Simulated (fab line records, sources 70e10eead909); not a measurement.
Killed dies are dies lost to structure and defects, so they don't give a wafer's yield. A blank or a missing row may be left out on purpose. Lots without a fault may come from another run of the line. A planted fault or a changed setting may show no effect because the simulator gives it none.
fab line records | flow nand_harc
record lots=6 wafers=18 last_day=33
route steps=1302 shown A_WL_FILL@982 A_CONTACT@983 END@1302
lots that met no fault: from a run of the same line without faults
start_h: hours from the record's first day to the start of the lot's first wafer shown | wait_h: hours since the lot's step before | " the same as in the row above | L1.1+2: a row that stands for several wafers | - no value, or no start given | * or withheld: withheld | < > ~ a bound
route shown NAME@n: a module of which the file shows steps, and the number in the route of the first | usual: mean/standard deviation of fault-free wafers | same: alike in all rows | chamber/n: place in a boat | sites: the reading at each site | _std_site: their standard deviation | _edge_site: outer sites' mean less inner sites' | radius_mm: how far each site lies from the wafer's centre | mask NAME#n: copy n | behind: the tool/chamber that last shaped the wafer | hold: why the lot was held/for how many hours/how that ended | device: the transistor (n, p or np) that didn't switch | end of line: the same wafers' tests at the end of the route | a step without rows: its recipe alone | killed: dies lost to structure and defects at the first sort, not the wafer's yield | map: a wafer's dies, x killed, . not, _ none there
set.NAME: the setting as run; set.NAME@STEP: as run at that earlier step | model.NAME: the simulator's own value behind a step, which no gauge read
lots at some steps of the route; a table a step, a row a wafer
services: from which hour (start_h, from the record's first day; less than 0 if before it) a tool's chamber was out of use, for how many hours, and why
## steps
# step NHARC_A_WL_FILL_INSPECT_15
# usual raw_defect_count=476/140
# columns lot.wafer tool chamber start_h wait_h raw_defect_count
L109.2 defect_inspect-01 - 505.38 0.0 520
L109.4 " - " " 419
L109.6 " - " " 421
L112.2 defect_inspect-02 - 536.77 0.0 384
L112.4 " - " " 514
L112.6 " - " " 499
L117.3 defect_inspect-02 - 595.12 0.0 761
L117.4 " - " " 935
L117.5 " - " " 551
L118.3 defect_inspect-01 - 598.32 0.0 264
L118.4 " - " " 262
L118.6 " - " " 284
L121.1 defect_inspect-01 - 655.73 0.0 322
L121.4 " - " " 446
L121.6 " - " " 354
L129.3 defect_inspect-02 - 715.75 0.0 615
L129.4 " - " " 358
L129.5 " - " " 370
# step NHARC_A_CONTACT_DEP_24
# recipe target_thk_a=5000 temp_c=400 pressure_torr=6.5 rf_w=900 teos_flow_sccm=161.4 flow_sccm=2650 target_thk_nm=500 gas=O2 material=SiO2
# usual chamber_pressure_Torr=6.499/0.014 heater_power_w=609/110 throttle_valve_pct=16.2/0.53
# columns lot.wafer tool chamber start_h wait_h chamber_pressure_Torr heater_power_w throttle_valve_pct
L109.2 pecvd-04 0 505.51 0.1 6.500 666 15.9
L109.6 " 2 " " 6.518 539 15.0
L109.4 " 0 " " 6.506 511 15.8
L112.2 pecvd-04 0 536.84 0.1 6.519 646 15.8
L112.4 " 0 " " 6.503 501 15.7
L112.6 " 1 " " 6.495 503 16.3
L117.3 pecvd-01 2 595.31 0.2 6.489 508 16.5
L117.5 " 0 " " 6.531 677 16.1
L117.4 " 2 " " 6.509 534 16.1
L118.3 pecvd-04 2 598.45 0.1 6.496 608 15.5
L118.4 " 1 " " 6.483 510 16.4
L118.6 " 2 " " 6.506 655 15.8
L121.1 pecvd-02 1 655.80 0.1 6.486 691 16.3
L121.6 " 1 " " 6.495 735 16.7
L121.4 " 2 " " 6.509 491 15.7
L129.3 pecvd-01 0 715.82 0.1 6.500 635 16.5
L129.5 " 0 " " 6.496 711 16.6
L129.4 " 2 " " 6.519 423 16.0
# step NHARC_A_CONTACT_DEP_28
# recipe target_thk_a=70000 temp_c=400 material=aC
# usual throttle_valve_pct=34.999/0.0087
# columns lot.wafer tool chamber start_h wait_h throttle_valve_pct
L109.2 acl_dep-03 0 510.11 4.1 34.991
L109.4 " 0 511.51 5.5 34.991
L109.6 " 0 512.91 6.9 35.000
L112.2 acl_dep-03 0 538.43 1.0 35.012
L112.4 " 0 539.86 2.5 35.003
L112.6 " 0 541.29 3.9 34.985
L117.3 acl_dep-01 0 597.79 2.1 34.984
L117.4 " 0 " " 35.011
L117.5 " 0 " " 35.003
L118.3 acl_dep-03 0 601.00 2.1 34.998
L118.4 " 0 " " 35.009
L118.6 " 0 603.08 4.2 35.001
L121.1 acl_dep-02 0 656.40 0.1 34.998
L121.4 " 0 658.56 2.2 34.992
L121.6 " 0 660.01 3.7 34.999
L129.3 acl_dep-03 0 717.83 1.5 34.980
L129.4 " 0 " " 35.007
L129.5 " 0 " " 34.993
# step NHARC_A_CONTACT_DEP_29
# recipe target_thk_a=1000 target_thk_nm=100 temp_c=400 pressure_torr=3.5 flow_sccm=200 rf_w=350 material=SiON
# usual chamber_pressure_Torr=3.499/0.0084 heater_power_w=800/100
# columns lot.wafer tool chamber start_h wait_h chamber_pressure_Torr heater_power_w
L109.2 pecvd-02 0 513.69 2.9 3.499 771
L109.6 " 1 " " 3.495 967
L109.4 " 0 " " 3.491 791
L112.2 pecvd-04 0 542.02 2.9 3.497 755
L112.4 " 0 " " 3.502 770
L112.6 " 2 " " 3.503 789
L117.3 pecvd-04 2 600.63 2.2 3.506 849
L117.5 " 0 " " 3.510 840
L117.4 " 1 " " 3.499 721
L118.3 pecvd-01 0 603.83 2.1 3.511 850
L118.6 " 0 " " 3.502 851
L118.4 " 1 " " 3.486 956
L121.1 pecvd-01 0 660.81 3.7 3.483 866
L121.6 " 2 " " 3.505 682
L121.4 " 0 " " 3.504 867
L129.3 pecvd-04 1 720.66 2.1 3.495 754
L129.5 " 1 " " 3.488 786
L129.4 " 2 " " 3.495 702
# step NHARC_A_CONTACT_DEHYDRATE_32
# recipe temp_c=150 time_s=120
# step NHARC_A_CONTACT_HMDS_33
# recipe time_s=30
# step NHARC_A_CONTACT_COAT_34
# recipe temp_c=260 time_s=75
# step NHARC_A_CONTACT_COAT_35
# recipe temp_c=225 time_s=65
# step NHARC_A_CONTACT_COAT_36
# recipe spin_rpm=1500 resist_thk_nm=90
# step NHARC_A_CONTACT_SOFTBAKE_37
# recipe temp_c=105 time_s=55
# usual heater_power_total_W=188.46/0.15 plate_temp_C=105.03/0.14
# columns lot.wafer tool chamber start_h wait_h heater_power_total_W plate_temp_C
L109.2 litho_track-04 0 513 - 188.41 104.96
L109.4 " 0 " " 188.38 104.94
L109.6 " 0 " " 188.41 104.96
L112.2 litho_track-04 0 542 - 188.30 104.92
L112.4 " 0 " " 188.26 104.84
L112.6 " 0 " " 188.52 105.01
L117.3 litho_track-04 0 600 - 174.76 99.10
L117.4 " 0 " " 174.78 99.40
L117.5 " 0 " " 174.49 99.14
L118.3 litho_track-04 0 604 - 174.59 99.23
L118.4 " 0 " " 174.56 99.25
L118.6 " 0 " " 174.49 99.32
L121.1 litho_track-01 0 661 - 188.34 105.09
L121.4 " 0 " " 188.46 105.23
L121.6 " 0 " " 188.61 104.99
L129.3 litho_track-06 0 720 - 188.75 105.11
L129.4 " 0 " " 188.71 104.95
L129.5 " 0 " " 188.38 105.11
# step NHARC_A_CONTACT_EBR_38
# step NHARC_END_SORT_01
# recipe temp_c=25
# usual killed_at_array=59/16 killed_at_other=0.8/1.1 killed_at_periphery=3.6/2.4 killed_dies=64/16 killed_open=3.4/1.8 killed_short=2.5/1.6
# same gross_dies=677
# columns lot.wafer tool chamber start_h wait_h killed_at_array killed_at_other killed_at_periphery killed_dies killed_open killed_short
L118.3 prober-01 0 691.71 3.1 41 1 2 44 2 4
L118.4 prober-01 0 692.51 3.4 37 0 3 40 3 3
L118.6 prober-01 0 694.11 4.0 37 0 4 41 2 1
# killed by level:class
L118.3 A_CHANNEL_HOLE_D2:chamber_film_flake=20 A_CHANNEL_HOLE_D1:chamber_film_flake=6 A_SLIT:chamber_film_flake=4 A_STAIRCASE:chamber_film_flake=2 A_CONTACT:chamber_film_flake=2 A_ONON_D1:geometric_particle:open=1 A_ONON_D1:geometric_particle:short=1 A_CHANNEL_HOLE_D1:geometric_particle:short=1
L118.4 A_CHANNEL_HOLE_D2:chamber_film_flake=15 A_CHANNEL_HOLE_D1:chamber_film_flake=7 A_SLIT:chamber_film_flake=4 A_STAIRCASE:chamber_film_flake=3 A_CONTACT:chamber_film_flake=3 P_CONTACT:geometric_particle:open=1 P_M0:geometric_particle:open=1 A_ONON_D1:geometric_particle:short=1
L118.6 A_CHANNEL_HOLE_D2:chamber_film_flake=20 A_CHANNEL_HOLE_D1:chamber_film_flake=11 P_STI:chamber_film_flake=2 P_M1:chamber_film_flake=2 A_STAIRCASE:chamber_film_flake=2 A_ONON_D1:geometric_particle:short=1 A_CHANNEL_HOLE_D2:geometric_particle:open=1 A_M1:geometric_particle:open=1
## services
# columns tool chamber start_h hours kind
acl_dep-03 - 486.46 13.0 pm
pecvd-01 - 488.48 5.4 repair
litho_track-01 - 505.00 7.0 pm
pecvd-01 0 506.85 - clean
pecvd-01 1 506.85 - clean
pecvd-01 2 506.85 - clean
litho_track-06 - 529.00 7.0 pm
litho_track-04 - 553.00 7.0 pm
acl_dep-01 - 557.98 13.0 pm
pecvd-02 - 589.24 13.0 pm
acl_dep-02 - 607.26 13.0 pm
pecvd-04 - 631.37 13.0 pm
pecvd-04 0 631.37 13.0 vent_cycle
pecvd-04 1 631.37 13.0 vent_cycle
pecvd-04 2 631.37 13.0 vent_cycle
pecvd-04 0 644.37 - clean
pecvd-04 1 644.37 - clean
pecvd-04 2 644.37 - clean
acl_dep-03 - 667.95 13.0 pm
pecvd-01 - 674.85 13.0 pm
pecvd-02 2 677.53 22.7 repair
litho_track-01 - 680.00 7.0 pm
pecvd-01 2 689.93 17.6 repair
litho_track-06 - 704.00 7.0 pm
## key
first_sign step=NHARC_A_CONTACT_SOFTBAKE_37 reading=heater_power_total_W direction=down sigmas=93 usual=* struck=*
effect step=NHARC_A_CONTACT_SOFTBAKE_37 reading=plate_temp_C direction=down sigmas=42 usual=* struck=*
met_at NHARC_A_CONTACT_SOFTBAKE_37
struck_wafers L117.3,L117.4,L117.5,L118.3,L118.4,L118.6
tester_left_out L117,L118
onset_between 542 600
fault kind=process_parameter_drift tool=litho_track-04 chamber=- onset_h=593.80 steps=NHARC_A_CONTACT_SOFTBAKE_37 channel=temp_c offset=* shape=step end_h=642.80 acts_in=* stated=*
# tester_left_out: of these lots the tester's yield and bins aren't shown, on N5 and GAA mostly nor the transistor test; their killed dies are dies lost to structure and defects alone, not to doping, threshold or leakage, so they don't give the yield
